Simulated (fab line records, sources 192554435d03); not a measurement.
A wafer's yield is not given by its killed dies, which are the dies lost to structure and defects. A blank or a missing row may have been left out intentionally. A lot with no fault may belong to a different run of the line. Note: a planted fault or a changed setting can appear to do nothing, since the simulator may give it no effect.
fab line records	flow n5-finfet
record: lots: 24	wafers: 72	last-day: 18
route steps=1938 shown BEOL_M14@1772 BEOL_M15@1784 MIM_BOT@1833 MIM_TOP@1836 MIM_TOP_ETCH@1852
lots that met no fault: taken from a fault-free run of the same line
start-h: the number of hours between the record's first day and the start of the first shown wafer of the lot	wait-h: how many hours have passed since the lot's step before this one	" repeats the value in the row above	L1.1+2: a row that stands for several wafers	- value missing, or start not given	* or withheld: withheld	< > ~ a bound
route shown NAME@n: NAME is a module with steps in the file, n the number in the route of the first one	usual: mean and standard deviation over wafers with no fault	same: alike in all rows	chamber/n: place in a boat	sites: each site's reading	_std_site: the values' standard deviation	_edge_site: inner sites' mean taken away from outer sites' mean	radius-mm: how far each site lies from the wafer's centre	mask NAME#n: copy n	behind: tool/chamber where the wafer was last shaped	hold: cause of the lot's hold/its duration in hours/its outcome	device: names the non-switching transistor (n, p or np)	end of line: the tests these same wafers got at the end of their route	where a step has no rows: the recipe by itself	killed: at the first sort, the dies lost to defects and structure; wafer yield is something else	map: a wafer's dies, x killed, . not, _ none there
set.NAME: the run value of the setting; set.NAME@STEP: its run value at that earlier step	model.NAME: the simulator's own value behind a step, which no gauge read
steps of the route over a sample of lots; a table a step, a row a wafer
services: the hour from which a tool's chamber was out of use, counted from the record's first day as start-h (under 0 if before that day), plus the number of hours and why
== steps ==
step: N5_BEOL_M14_INSPECT_55
recipe: inspect-instrument: darkfield	mode: post-dep
usual: raw-defect-count: 73/26
lot.wafer	tool	chamber	start-h	wait-h	raw-defect-count
L074.1	defect-inspect-02	-	244.12	0.0	79
L074.2	"	-	"	"	86
L074.3	"	-	"	"	91
L075.1	defect-inspect-01	-	246.66	0.0	51
L075.4	"	-	"	"	60
L075.6	"	-	"	"	96
L077.4	defect-inspect-01	-	261.59	0.0	77
L077.5	"	-	"	"	56
L077.6	"	-	"	"	137
L076.3	defect-inspect-02	-	264.64	0.0	107
L076.4	"	-	"	"	102
L076.5	"	-	"	"	91
L079.1	defect-inspect-01	-	264.73	0.0	69
L079.2	"	-	"	"	90
L079.3	"	-	"	"	60
L078.2	defect-inspect-01	-	272.61	0.0	73
L078.4	"	-	"	"	45
L078.5	"	-	"	"	57
L080.2	defect-inspect-01	-	282.68	0.0	44
L080.4	"	-	"	"	59
L080.5	"	-	"	"	68
L083.1	defect-inspect-02	-	290.94	0.0	48
L083.3	"	-	"	"	81
L083.4	"	-	"	"	77
L081.2	defect-inspect-01	-	296.75	0.0	99
L081.3	"	-	"	"	48
L081.5	"	-	"	"	78
L082.1	defect-inspect-01	-	307.90	0.0	67
L082.4	"	-	"	"	46
L082.6	"	-	"	"	51
L084.1	defect-inspect-02	-	322.01	0.0	86
L084.4	"	-	"	"	46
L084.6	"	-	"	"	70
L085.1	defect-inspect-01	-	323.20	0.0	59
L085.2	"	-	"	"	58
L085.3	"	-	"	"	69
L086.3	defect-inspect-01	-	332.17	0.0	84
L086.4	"	-	"	"	79
L086.6	"	-	"	"	94
L089.2	defect-inspect-01	-	337.23	0.0	82
L089.4	"	-	"	"	42
L089.5	"	-	"	"	94
L087.2	defect-inspect-01	-	339.10	0.0	142
L087.3	"	-	"	"	112
L087.4	"	-	"	"	60
L088.3	defect-inspect-02	-	343.84	0.0	100
L088.4	"	-	"	"	134
L088.5	"	-	"	"	135
L090.1	defect-inspect-02	-	353.64	0.0	53
L090.2	"	-	"	"	53
L090.3	"	-	"	"	57
L091.1	defect-inspect-01	-	366.90	0.0	58
L091.5	"	-	"	"	59
L091.6	"	-	"	"	59
L094.2	defect-inspect-01	-	373.15	0.0	43
L094.3	"	-	"	"	44
L094.5	"	-	"	"	79
L095.1	defect-inspect-01	-	379.57	0.0	112
L095.4	"	-	"	"	103
L095.6	"	-	"	"	63
L092.1	defect-inspect-02	-	390.05	0.0	40
L092.3	"	-	"	"	31
L092.4	"	-	"	"	84
L093.2	defect-inspect-01	-	394.24	0.0	61
L093.4	"	-	"	"	56
L093.6	"	-	"	"	86
L096.1	defect-inspect-01	-	404.41	0.0	52
L096.4	"	-	"	"	87
L096.6	"	-	"	"	78
L097.2	defect-inspect-01	-	415.29	0.0	38
L097.5	"	-	"	"	111
L097.6	"	-	"	"	70
step: N5_BEOL_M15_OVL_MEAS_11
recipe: points-per-wafer: 44
usual: V14_OVL: -5/5.3
lot.wafer	tool	chamber	start-h	wait-h	V14_OVL[nm]
L074.1	overlay-02	0	244.87	0.0	-7
L074.2	"	0	"	"	-12
L074.3	"	0	"	"	-11
L075.1	overlay-01	0	247.56	0.0	-7
L075.4	"	0	"	"	0
L075.6	"	0	"	"	-9
L077.4	overlay-01	0	262.20	0.0	6
L077.5	"	0	"	"	-6
L077.6	"	0	"	"	5
L076.3	overlay-02	0	265.26	0.0	-2
L076.4	"	0	"	"	-3
L076.5	"	0	"	"	-6
L079.1	overlay-01	0	265.47	0.0	-4
L079.2	"	0	"	"	0
L079.3	"	0	"	"	-13
L078.2	overlay-01	0	273.23	0.0	-2
L078.4	"	0	"	"	-2
L078.5	"	0	"	"	1
L080.2	overlay-02	0	283.46	0.1	-9
L080.4	"	0	"	"	-11
L080.5	"	0	"	"	-14
L083.1	overlay-01	0	291.56	0.0	-6
L083.3	"	0	"	"	-2
L083.4	"	0	"	"	0
L081.2	overlay-02	0	297.49	0.0	5
L081.3	"	0	"	"	0
L081.5	"	0	"	"	-3
L082.1	overlay-02	0	308.65	0.0	-8
L082.4	"	0	"	"	0
L082.6	"	0	"	"	-7
L084.1	overlay-01	0	322.63	0.0	-1
L084.4	"	0	"	"	-4
L084.6	"	0	"	"	-1
L085.1	overlay-01	0	323.82	0.0	0
L085.2	"	0	"	"	-2
L085.3	"	0	"	"	-7
L086.3	overlay-01	0	332.90	0.0	-6
L086.4	"	0	"	"	-7
L086.6	"	0	"	"	-8
L089.2	overlay-02	0	337.87	0.0	-16
L089.4	"	0	"	"	-6
L089.5	"	0	"	"	-9
L087.2	overlay-02	0	339.85	0.0	0
L087.3	"	0	"	"	3
L087.4	"	0	"	"	-3
L088.3	overlay-01	0	344.46	0.0	5
L088.4	"	0	"	"	5
L088.5	"	0	"	"	-2
L090.1	overlay-02	0	354.39	0.0	-3
L090.2	"	0	"	"	-3
L090.3	"	0	"	"	1
L091.1	overlay-01	0	367.64	0.0	-1
L091.5	"	0	"	"	-1
L091.6	"	0	"	"	3
L094.2	overlay-02	0	373.77	0.0	1
L094.3	"	0	"	"	-6
L094.5	"	0	"	"	-8
L095.1	overlay-01	0	380.32	0.0	0
L095.4	"	0	"	"	0
L095.6	"	0	"	"	-5
L092.1	overlay-01	0	390.78	0.0	-3
L092.3	"	0	"	"	2
L092.4	"	0	"	"	-4
L093.2	overlay-01	0	394.86	0.0	-12
L093.4	"	0	"	"	-10
L093.6	"	0	"	"	-11
L096.1	overlay-01	0	405.15	0.0	2
L096.4	"	0	"	"	-11
L096.6	"	0	"	"	0
L097.2	overlay-02	0	416.04	0.0	-15
L097.5	"	0	"	"	-8
L097.6	"	0	"	"	-12
step: N5_BEOL_M15_DESCUM_33
recipe: chemistry: O2	time-s: 7.9	source-power-w: 50	bias-power-w: 20	pressure-mtorr: 20	rf-frequency-hz: 2.712e+07	temp-c: 40	o2-flow-sccm: 225
usual: chamber-pressure-mTorr: 19.998/0.019	drypump-motor-current-A: 5.9/0.35	oes-product-au: 0.81/0.086	rf-vpp-V: 243.1/1.7	showerhead-plenum-p-Torr: 2.09/0.096	throttle-valve-pct: 20.32/0.28
lot.wafer	tool	chamber	start-h	wait-h	chamber-pressure-mTorr	drypump-motor-current-A	oes-product-au	rf-hours-counter-h	rf-vpp-V	showerhead-plenum-p-Torr	throttle-valve-pct
L074.1	rie-diel-03	3	246.88	0.0	19.970	5.5	0.97	0	245.3	2.23	19.83
L074.2	"	1	"	"	19.955	5.6	0.72	210	242.3	1.99	20.79
L074.3	"	2	"	"	19.974	6.5	0.94	15	241.8	2.07	20.11
L075.1	rie-diel-04	3	249.27	0.2	19.984	5.7	0.77	140	239.9	1.94	20.28
L075.4	"	1	"	"	20.018	6.2	0.73	192	244.5	2.18	20.40
L075.6	"	2	"	"	20.011	6.1	0.92	-	243.5	2.13	20.28
L077.4	rie-diel-03	0	264.07	0.3	19.994	5.8	0.83	64	243.9	2.12	20.63
L077.5	"	2	"	"	20.019	6.5	0.93	-	243.2	2.07	20.12
L077.6	"	3	"	"	20.020	5.5	0.94	-	244.5	2.23	19.84
L076.3	rie-diel-03	1	266.79	0.0	20.008	5.6	0.71	217	241.0	1.99	20.82
L076.4	"	0	"	"	20.028	5.9	0.84	65	242.9	2.12	20.61
L076.5	"	0	"	"	19.990	5.8	0.83	-	243.8	2.12	20.62
L079.1	rie-diel-04	3	267.20	0.0	20.003	5.7	0.76	147	240.5	1.94	20.31
L079.2	"	2	"	"	20.008	6.1	0.92	20	242.9	2.13	20.30
L079.3	"	1	"	"	19.993	6.2	0.72	198	243.0	2.17	20.41
L078.2	rie-diel-03	1	274.88	0.0	19.991	5.6	0.71	218	241.1	1.99	20.82
L078.4	"	0	"	"	19.987	5.9	0.84	67	243.2	2.12	20.63
L078.5	"	3	"	"	19.998	5.5	0.93	-	246.9	2.22	19.86
L080.2	rie-diel-03	3	285.08	0.0	20.006	5.5	0.92	12	245.9	2.22	19.86
L080.4	"	3	"	"	20.017	5.5	0.92	-	246.2	2.22	19.87
L080.5	"	1	"	"	20.031	5.6	0.70	-	240.7	1.99	20.82
L083.1	rie-diel-03	2	293.42	0.0	19.990	6.6	0.90	29	243.4	2.07	20.13
L083.3	"	3	"	"	20.002	5.5	0.91	13	244.6	2.22	19.86
L083.4	"	1	"	"	19.988	5.6	0.71	225	241.9	1.99	20.83
L081.2	rie-diel-04	2	299.14	0.0	20.012	6.1	0.90	29	244.1	2.12	20.31
L081.3	"	1	"	"	20.008	6.2	0.71	207	243.7	2.17	20.43
L081.5	"	1	"	"	20.019	6.2	0.71	-	244.4	2.17	20.42
L082.1	rie-diel-03	2	310.29	0.0	20.009	6.5	0.91	34	241.5	2.07	20.13
L082.4	"	1	"	"	19.985	5.6	0.71	229	241.9	1.98	20.84
L082.6	"	1	"	"	20.009	5.6	0.71	-	242.4	1.98	20.84
L084.1	rie-diel-03	3	324.31	0.0	19.987	5.5	0.90	23	244.7	2.22	19.88
L084.4	"	0	"	"	19.997	5.8	0.80	80	242.8	2.11	20.65
L084.6	"	2	"	"	19.955	6.5	0.89	-	243.1	2.07	20.14
L085.1	rie-diel-04	0	325.41	0.0	20.025	5.4	0.73	203	241.2	1.96	20.05
L085.2	"	1	"	"	19.998	6.2	0.70	213	245.2	2.17	20.43
L085.3	"	3	"	"	19.995	5.6	0.75	161	240.9	1.93	20.29
L086.3	rie-diel-04	1	334.47	0.0	20.015	6.2	0.70	216	244.3	2.17	20.42
L086.4	"	3	"	"	19.992	5.6	0.74	164	240.8	1.93	20.31
L086.6	"	0	"	"	19.994	5.4	0.73	-	241.4	1.96	20.06
L089.2	rie-diel-04	1	339.55	0.0	19.971	6.2	0.70	217	243.5	2.17	20.43
L089.4	"	0	"	"	20.029	5.4	0.73	207	241.4	1.96	20.05
L089.5	"	2	"	"	20.002	6.0	0.88	-	244.9	2.12	20.33
L087.2	rie-diel-06	3	341.57	0.0	20.005	6.0	0.72	176	241.3	2.01	20.64
L087.3	"	0	"	"	20.019	5.4	0.89	21	245.7	2.22	20.15
L087.4	"	2	"	"	20.000	5.9	0.87	36	244.2	2.10	20.03
L088.3	rie-diel-04	1	346.02	0.1	19.986	6.2	0.70	219	244.3	2.17	20.44
L088.4	"	1	"	"	19.990	6.2	0.70	-	244.4	2.17	20.45
L088.5	"	3	"	"	19.968	5.6	0.75	-	239.7	1.93	20.31
L090.1	rie-diel-06	1	356.38	0.4	20.002	6.2	0.82	80	240.7	2.03	20.59
L090.2	"	0	"	"	19.999	5.5	0.89	24	245.3	2.22	20.14
L090.3	"	3	"	"	19.982	6.0	0.72	180	241.8	2.01	20.64
L091.1	rie-diel-04	2	369.78	0.0	19.985	6.1	0.86	47	245.0	2.12	20.32
L091.5	"	3	"	"	19.985	5.6	0.74	-	241.7	1.93	20.32
L091.6	"	2	"	"	19.980	6.1	0.86	-	243.6	2.12	20.34
L094.2	rie-diel-04	1	375.42	0.0	20.026	6.1	0.69	228	244.9	2.16	20.46
L094.3	"	0	"	"	19.992	5.4	0.72	217	241.7	1.96	20.09
L094.5	"	1	"	"	19.976	6.1	0.69	-	245.3	2.16	20.45
L095.1	rie-diel-03	0	381.98	0.1	19.985	5.8	0.80	98	241.9	2.11	20.67
L095.4	"	3	"	"	19.989	5.5	0.87	-	245.8	2.21	19.91
L095.6	"	2	"	"	19.953	6.6	0.87	-	242.1	2.06	20.17
L092.1	rie-diel-04	2	392.30	0.0	19.995	6.1	0.87	51	243.3	2.11	20.35
L092.3	"	3	"	"	20.049	5.7	0.74	180	240.7	1.93	20.33
L092.4	"	1	"	"	19.985	6.1	0.69	-	245.0	2.16	20.46
L093.2	rie-diel-03	0	396.69	0.2	20.009	5.8	0.78	104	244.0	2.10	20.67
L093.4	"	2	"	"	19.979	6.6	0.85	-	242.6	2.06	20.17
L093.6	"	3	"	"	19.991	5.5	0.86	-	245.7	2.21	19.92
L096.1	rie-diel-06	3	406.70	0.0	19.972	6.0	0.71	192	242.0	2.01	20.66
L096.4	"	0	"	"	20.011	5.4	0.87	36	245.3	2.22	20.15
L096.6	"	0	"	"	19.996	5.5	0.87	-	244.6	2.22	20.16
L097.2	rie-diel-03	1	417.56	0.0	20.006	5.6	0.98	4	244.6	2.24	20.47
L097.5	"	1	"	"	20.033	5.6	0.98	-	243.8	2.24	20.47
L097.6	"	0	"	"	19.988	5.8	0.77	-	244.0	2.10	20.67
step: N5_MIM_BOT_SPUTTER_00
recipe: material: TiN	target-thk-a: 350	temp-c: 200	power-w: 3000	chamber-pressure-pa: 0.49996	gas: Ar	reactive-partial-pa: 0.37997	time-s: 89.7
usual: chamber-pressure-pa: 0.4999/0.00093	susceptor-temp-C: 200.01/0.15	throttle-valve-pct: 29.9/0.82
lot.wafer	tool	chamber	start-h	wait-h	chamber-pressure-pa	susceptor-temp-C	throttle-valve-pct
L074.1	pvd-sputter-02	-	254.66	0.0	0.5014	199.92	29.2
L074.2	"	-	"	"	0.5001	200.00	30.8
L074.3	"	-	"	"	0.5000	199.87	30.6
L075.1	pvd-sputter-03	-	255.32	0.0	0.5011	200.15	29.9
L075.4	"	-	"	"	0.4996	200.09	30.8
L075.6	"	-	"	"	0.4989	199.90	29.3
L077.4	pvd-sputter-01	-	270.00	0.0	0.4998	200.13	28.9
L077.5	"	-	"	"	0.4997	200.12	29.1
L077.6	"	-	"	"	0.4996	200.02	29.4
L076.3	pvd-sputter-01	-	277.05	0.0	0.5012	199.90	29.7
L076.4	"	-	"	"	0.4987	200.01	30.1
L076.5	"	-	"	"	0.4998	199.96	30.1
L079.1	pvd-sputter-02	-	277.19	0.0	0.5000	200.13	27.9
L079.2	"	-	"	"	0.4991	200.00	31.1
L079.3	"	-	"	"	0.5012	200.00	29.1
L078.2	pvd-sputter-03	-	281.09	0.0	0.5003	200.11	29.6
L078.4	"	-	"	"	0.5001	200.00	29.3
L078.5	"	-	"	"	0.4998	200.04	29.5
L080.2	pvd-sputter-01	-	292.04	0.0	0.4996	199.78	29.4
L080.4	"	-	"	"	0.5007	200.03	30.2
L080.5	"	-	"	"	0.4994	199.94	29.1
L083.1	pvd-sputter-01	-	300.48	0.0	0.5013	199.97	28.9
L083.3	"	-	"	"	0.4990	199.79	30.1
L083.4	"	-	"	"	0.5008	200.12	29.3
L081.2	pvd-sputter-03	-	303.10	0.0	0.5010	199.96	30.7
L081.3	"	-	"	"	0.5004	199.98	30.1
L081.5	"	-	"	"	0.4990	200.04	30.1
L082.1	pvd-sputter-01	-	315.38	0.0	0.5000	199.89	30.3
L082.4	"	-	"	"	0.5009	199.76	29.7
L082.6	"	-	"	"	0.4997	200.37	30.8
L084.1	pvd-sputter-03	-	329.24	0.0	0.4992	199.83	29.5
L084.4	"	-	"	"	0.4987	199.95	29.8
L084.6	"	-	"	"	0.4998	200.16	29.5
L085.1	pvd-sputter-02	-	329.96	0.0	0.4989	200.20	27.7
L085.2	"	-	"	"	0.5014	199.63	30.9
L085.3	"	-	"	"	0.5006	200.03	30.5
L086.3	pvd-sputter-03	-	341.77	0.0	0.5009	200.08	29.3
L086.4	"	-	"	"	0.5007	199.97	30.9
L086.6	"	-	"	"	0.4996	199.97	29.5
L089.2	pvd-sputter-01	-	345.20	0.0	0.4994	199.90	31.0
L089.4	"	-	"	"	0.5012	200.20	30.4
L089.5	"	-	"	"	0.4983	200.16	29.1
L087.2	pvd-sputter-01	-	345.40	0.0	0.5013	200.02	30.1
L087.3	"	-	"	"	0.5009	199.95	28.9
L087.4	"	-	"	"	0.5025	200.07	29.9
L088.3	pvd-sputter-03	-	351.64	0.0	0.4993	200.00	29.3
L088.4	"	-	"	"	0.4996	200.17	29.6
L088.5	"	-	"	"	0.4985	199.95	30.1
L090.1	pvd-sputter-03	-	364.28	0.0	0.5000	199.88	29.9
L090.2	"	-	"	"	0.5004	199.95	29.4
L090.3	"	-	"	"	0.5003	199.88	30.6
L091.1	pvd-sputter-01	-	377.16	0.0	0.5001	200.12	29.4
L091.5	"	-	"	"	0.5000	199.94	29.4
L091.6	"	-	"	"	0.4994	199.90	30.8
L094.2	pvd-sputter-01	-	382.64	0.0	0.4994	200.08	29.5
L094.3	"	-	"	"	0.5003	200.04	29.3
L094.5	"	-	"	"	0.4997	200.43	29.5
L095.1	pvd-sputter-03	-	388.41	0.0	0.5004	199.89	30.7
L095.4	"	-	"	"	0.4998	200.15	29.5
L095.6	"	-	"	"	0.4990	199.93	30.0
L092.1	pvd-sputter-02	-	397.52	0.0	0.4994	200.02	27.5
L092.3	"	-	"	"	0.4978	200.04	29.1
L092.4	"	-	"	"	0.4991	200.13	30.6
L093.2	pvd-sputter-03	-	405.13	0.0	0.4975	199.93	29.4
L093.4	"	-	"	"	0.4994	200.30	29.5
L093.6	"	-	"	"	0.4992	199.97	31.1
L096.1	pvd-sputter-02	-	410.21	0.0	0.5009	200.12	29.2
L096.4	"	-	"	"	0.4986	200.30	28.1
L096.6	"	-	"	"	0.4999	200.08	27.7
L097.2	pvd-sputter-03	-	422.14	0.0	0.5000	200.02	31.0
L097.5	"	-	"	"	0.5003	199.83	30.1
L097.6	"	-	"	"	0.5011	200.07	29.6
step: N5_MIM_TOP_ALD_02
recipe: material: Al2O3	target-thk-a: *	temp-c: withheld	ald-precursor-family: TMA	ald-co-reactant: O3	pulse-time-s: withheld	purge-time-s: 3	co-reactant-purge-time-s: withheld	co-reactant-pulse-time-s: 3	ald-cycles: withheld
usual: precursor-pulse-height-rel: 1.001/0.02
lot.wafer	tool	chamber	start-h	wait-h	precursor-pulse-height-rel
L074.1	ald-hk-03	3	-	-	0.974
L074.2	"	1	"	"	1.036
L074.3	"	2	"	"	1.005
L075.1	ald-hk-01	2	-	-	0.954
L075.4	"	1	"	"	0.957
L075.6	"	0	"	"	0.986
L077.4	ald-hk-01	0	-	-	1.001
L077.5	"	1	"	"	0.998
L077.6	"	0	"	"	1.012
L076.3	ald-hk-01	2	-	-	1.026
L076.4	"	1	"	"	0.960
L076.5	"	3	"	"	0.993
L079.1	ald-hk-02	2	-	-	0.981
L079.2	"	1	"	"	0.993
L079.3	"	0	"	"	1.011
L078.2	ald-hk-03	3	-	-	1.020
L078.4	"	1	"	"	1.010
L078.5	"	3	"	"	1.005
L080.2	ald-hk-01	1	-	-	0.989
L080.4	"	3	"	"	0.985
L080.5	"	0	"	"	0.984
L083.1	ald-hk-01	0	-	-	1.000
L083.3	"	2	"	"	0.969
L083.4	"	1	"	"	1.018
L081.2	ald-hk-02	0	-	-	1.031
L081.3	"	1	"	"	1.008
L081.5	"	3	"	"	1.007
L082.1	ald-hk-01	2	-	-	1.004
L082.4	"	1	"	"	1.001
L082.6	"	2	"	"	1.025
L084.1	ald-hk-02	3	-	-	1.012
L084.4	"	2	"	"	1.011
L084.6	"	2	"	"	1.018
L085.1	ald-hk-03	0	-	-	1.000
L085.2	"	1	"	"	1.002
L085.3	"	3	"	"	1.015
L086.3	ald-hk-02	3	-	-	1.027
L086.4	"	2	"	"	0.994
L086.6	"	1	"	"	0.994
L089.2	ald-hk-01	1	-	-	0.988
L089.4	"	0	"	"	1.012
L089.5	"	2	"	"	0.987
L087.2	ald-hk-03	2	-	-	0.991
L087.3	"	3	"	"	1.008
L087.4	"	1	"	"	1.009
L088.3	ald-hk-02	3	-	-	1.000
L088.4	"	2	"	"	0.979
L088.5	"	0	"	"	1.019
L090.1	ald-hk-01	2	-	-	0.984
L090.2	"	1	"	"	0.998
L090.3	"	0	"	"	1.015
L091.1	ald-hk-01	1	-	-	1.001
L091.5	"	2	"	"	1.018
L091.6	"	1	"	"	0.982
L094.2	ald-hk-03	1	-	-	1.021
L094.3	"	0	"	"	1.018
L094.5	"	2	"	"	0.993
L095.1	ald-hk-01	1	-	-	1.019
L095.4	"	0	"	"	0.980
L095.6	"	0	"	"	0.978
L092.1	ald-hk-01	1	-	-	1.019
L092.3	"	2	"	"	1.029
L092.4	"	3	"	"	1.035
L093.2	ald-hk-03	2	-	-	0.976
L093.4	"	3	"	"	1.022
L093.6	"	0	"	"	1.006
L096.1	ald-hk-01	3	-	-	0.977
L096.4	"	0	"	"	1.017
L096.6	"	1	"	"	1.012
L097.2	ald-hk-03	3	-	-	1.018
L097.5	"	0	"	"	0.995
L097.6	"	3	"	"	0.973
step: N5_MIM_TOP_ETCH_STRIP_01
recipe: chemistry: O2	power-w: 600	temp-c: 60	pressure-mtorr: 30	rf-frequency-hz: 6e+07	bias-power-w: 0	overash-fraction: 0.5	o2-flow-sccm: 225
usual: chamber-pressure-mTorr: 30.01/0.079	drypump-motor-current-A: 5.8/0.31	oes-product-au: 0.80/0.081	rf-vpp-V: 3.6/1.4	showerhead-plenum-p-Torr: 2.08/0.096	throttle-valve-pct: 16.56/0.22
lot.wafer	tool	chamber	start-h	wait-h	chamber-pressure-mTorr	drypump-motor-current-A	oes-product-au	rf-hours-counter-h	rf-vpp-V	showerhead-plenum-p-Torr	throttle-valve-pct
L074.1	rie-diel-04	1	256.21	0.1	30.04	6.2	0.74	194	3.5	2.18	16.66
L074.2	"	2	"	"	29.98	6.0	0.93	16	1.4	2.13	16.50
L074.3	"	3	"	"	30.02	5.6	0.76	143	5.6	1.94	16.52
L075.1	rie-diel-03	0	256.96	0.1	29.99	5.8	0.84	62	2.9	2.12	16.81
L075.4	"	2	"	"	30.03	6.5	0.93	18	2.1	2.08	16.29
L075.6	"	3	"	"	30.05	5.5	0.95	-	3.5	2.23	16.11
L077.4	rie-diel-03	3	271.42	0.1	30.07	5.5	0.93	8	1.2	2.23	16.11
L077.5	"	3	"	"	30.04	5.5	0.95	-	3.3	2.23	16.12
L077.6	"	0	"	"	30.10	5.9	0.84	-	4.5	2.12	16.81
L076.3	rie-diel-04	2	278.73	0.1	30.03	6.0	0.91	23	2.4	2.13	16.48
L076.4	"	3	"	"	30.04	5.6	0.77	151	2.8	1.94	16.50
L076.5	"	0	"	"	30.00	5.4	0.75	-	2.2	1.97	16.40
L079.1	rie-diel-04	1	279.60	0.1	29.92	6.2	0.72	201	4.2	2.18	16.67
L079.2	"	2	"	"	30.08	6.0	0.92	23	2.2	2.13	16.51
L079.3	"	3	"	"	30.02	5.5	0.77	151	3.9	1.94	16.58
L078.2	rie-diel-06	1	282.80	0.3	29.86	6.2	0.84	60	4.4	2.04	16.73
L078.4	"	2	"	"	29.98	5.8	0.89	20	2.0	2.11	16.23
L078.5	"	3	"	"	29.98	5.9	0.74	-	2.9	2.02	16.82
L080.2	rie-diel-06	3	293.34	0.1	30.09	5.9	0.73	163	1.5	2.02	16.87
L080.4	"	1	"	"	29.94	6.3	0.86	63	1.4	2.04	16.65
L080.5	"	2	"	"	30.15	5.9	0.90	-	3.1	2.11	16.29
L083.1	rie-diel-04	2	302.37	0.1	30.07	6.0	0.89	29	2.8	2.13	16.53
L083.3	"	0	"	"	29.90	5.5	0.73	198	4.5	1.97	16.37
L083.4	"	3	"	"	30.04	5.6	0.76	157	4.4	1.94	16.49
L081.2	rie-diel-04	3	305.50	0.1	30.05	5.6	0.73	157	2.4	1.94	16.53
L081.3	"	1	"	"	29.97	6.2	0.69	208	4.1	2.18	16.63
L081.5	"	3	"	"	30.06	5.6	0.75	-	4.8	1.94	16.52
L082.1	rie-diel-04	2	316.87	0.1	29.98	6.1	0.89	32	2.4	2.12	16.52
L082.4	"	3	"	"	29.96	5.6	0.74	159	3.3	1.94	16.51
L082.6	"	2	"	"	29.94	6.0	0.89	-	3.4	2.13	16.53
L084.1	rie-diel-04	3	331.11	0.1	29.88	5.6	0.74	163	3.1	1.94	16.52
L084.4	"	0	"	"	30.06	5.4	0.75	205	3.9	1.97	16.41
L084.6	"	3	"	"	29.95	5.7	0.73	-	3.2	1.94	16.51
L085.1	rie-diel-04	2	332.81	0.2	29.96	6.0	0.89	36	1.7	2.12	16.56
L085.2	"	3	"	"	29.98	5.6	0.75	163	5.5	1.94	16.51
L085.3	"	0	"	"	30.08	5.4	0.73	205	3.0	1.97	16.43
L086.3	rie-diel-06	2	343.52	0.1	29.90	5.9	0.87	36	1.4	2.11	16.25
L086.4	"	3	"	"	30.14	5.9	0.74	176	4.9	2.02	16.82
L086.6	"	3	"	"	29.91	5.9	0.73	-	5.5	2.02	16.86
L089.2	rie-diel-03	0	346.70	0.2	29.95	5.8	0.81	88	5.2	2.11	16.84
L089.4	"	3	"	"	30.01	5.5	0.90	31	3.7	2.22	16.16
L089.5	"	1	"	"	30.11	5.6	0.70	-	4.1	1.98	17.02
L087.2	rie-diel-04	1	346.95	0.1	29.86	6.2	0.69	220	3.9	2.17	16.69
L087.3	"	3	"	"	29.98	5.6	0.73	168	4.0	1.94	16.49
L087.4	"	2	"	"	29.88	6.1	0.87	-	2.2	2.12	16.56
L088.3	rie-diel-06	0	353.07	0.1	30.02	5.4	0.89	23	1.7	2.23	16.37
L088.4	"	1	"	"	29.97	6.2	0.82	79	4.2	2.04	16.78
L088.5	"	3	"	"	30.00	5.9	0.72	-	1.9	2.02	16.88
L090.1	rie-diel-06	2	366.04	0.1	30.06	5.9	0.87	42	2.4	2.11	16.30
L090.2	"	0	"	"	30.05	5.5	0.89	26	6.1	2.22	16.40
L090.3	"	3	"	"	29.93	6.0	0.70	181	2.6	2.01	16.87
L091.1	rie-diel-06	3	379.07	0.1	29.97	6.0	0.72	186	1.7	2.01	16.95
L091.5	"	3	"	"	29.94	6.0	0.71	-	4.6	2.01	16.88
L091.6	"	0	"	"	29.99	5.5	0.90	-	5.4	2.22	16.40
L094.2	rie-diel-04	3	384.35	0.1	30.06	5.7	0.74	179	3.7	1.93	16.52
L094.3	"	1	"	"	30.04	6.1	0.68	230	4.0	2.17	16.73
L094.5	"	0	"	"	29.94	5.4	0.72	-	4.2	1.96	16.44
L095.1	rie-diel-06	2	390.51	0.1	30.13	5.9	0.85	49	1.8	2.10	16.32
L095.4	"	0	"	"	29.96	5.4	0.86	30	5.5	2.22	16.39
L095.6	"	0	"	"	30.01	5.4	0.87	-	3.0	2.22	16.37
L092.1	rie-diel-03	0	398.82	0.1	30.00	5.9	0.78	104	5.2	2.11	16.85
L092.3	"	3	"	"	30.11	5.5	0.85	47	5.8	2.21	16.21
L092.4	"	3	"	"	29.94	5.5	0.85	-	5.0	2.21	16.24
L093.2	rie-diel-03	0	407.93	0.2	30.01	5.8	0.76	107	4.3	2.11	16.91
L093.4	"	2	"	"	30.00	6.6	0.85	65	2.2	2.06	16.45
L093.6	"	1	"	"	29.93	5.6	1.00	-	2.3	2.24	16.58
L096.1	rie-diel-04	0	414.45	0.1	30.02	5.4	0.70	223	4.2	1.96	16.43
L096.4	"	1	"	"	29.99	6.2	0.71	236	2.6	2.16	16.69
L096.6	"	0	"	"	29.98	5.4	0.69	-	2.5	1.96	16.49
L097.2	rie-diel-06	0	423.67	0.1	30.06	5.5	0.88	41	1.9	2.22	16.44
L097.5	"	0	"	"	29.94	5.4	0.85	-	4.3	2.22	16.40
L097.6	"	1	"	"	30.06	6.2	0.80	-	3.5	2.03	16.85
== services ==
tool	chamber	start-h	hours	kind
ald-hk-01	-	230.93	2.1	repair
rie-diel-03	3	233.72	-	clean
rie-diel-03	3	233.72	-	consumable-replace:focus-ring
rie-diel-03	3	233.72	-	consumable-replace:showerhead
rie-diel-03	3	233.72	11.9	scheduled-down
rie-diel-03	3	233.72	11.9	vent-cycle
ald-hk-03	-	235.90	0.6	repair
rie-diel-04	0	250.43	17.9	repair
rie-diel-03	-	267.61	2.8	pm
ald-hk-03	-	281.63	6.0	pm
rie-diel-03	3	285.89	4.9	repair
pvd-sputter-02	-	305.99	6.3	repair
rie-diel-06	-	318.79	1.1	repair
rie-diel-04	0	341.79	8.0	repair
pvd-sputter-02	-	359.20	3.8	repair
ald-hk-01	-	361.26	2.8	pm
rie-diel-06	0	366.77	5.4	repair
rie-diel-03	1	373.77	-	clean
rie-diel-03	1	373.77	-	consumable-replace:esc
rie-diel-03	1	373.77	-	consumable-replace:focus-ring
rie-diel-04	0	391.03	6.1	repair
ald-hk-01	-	391.46	4.3	pm
rie-diel-06	3	398.14	6.2	repair
pvd-sputter-03	-	413.79	4.6	repair
== key ==
fault none
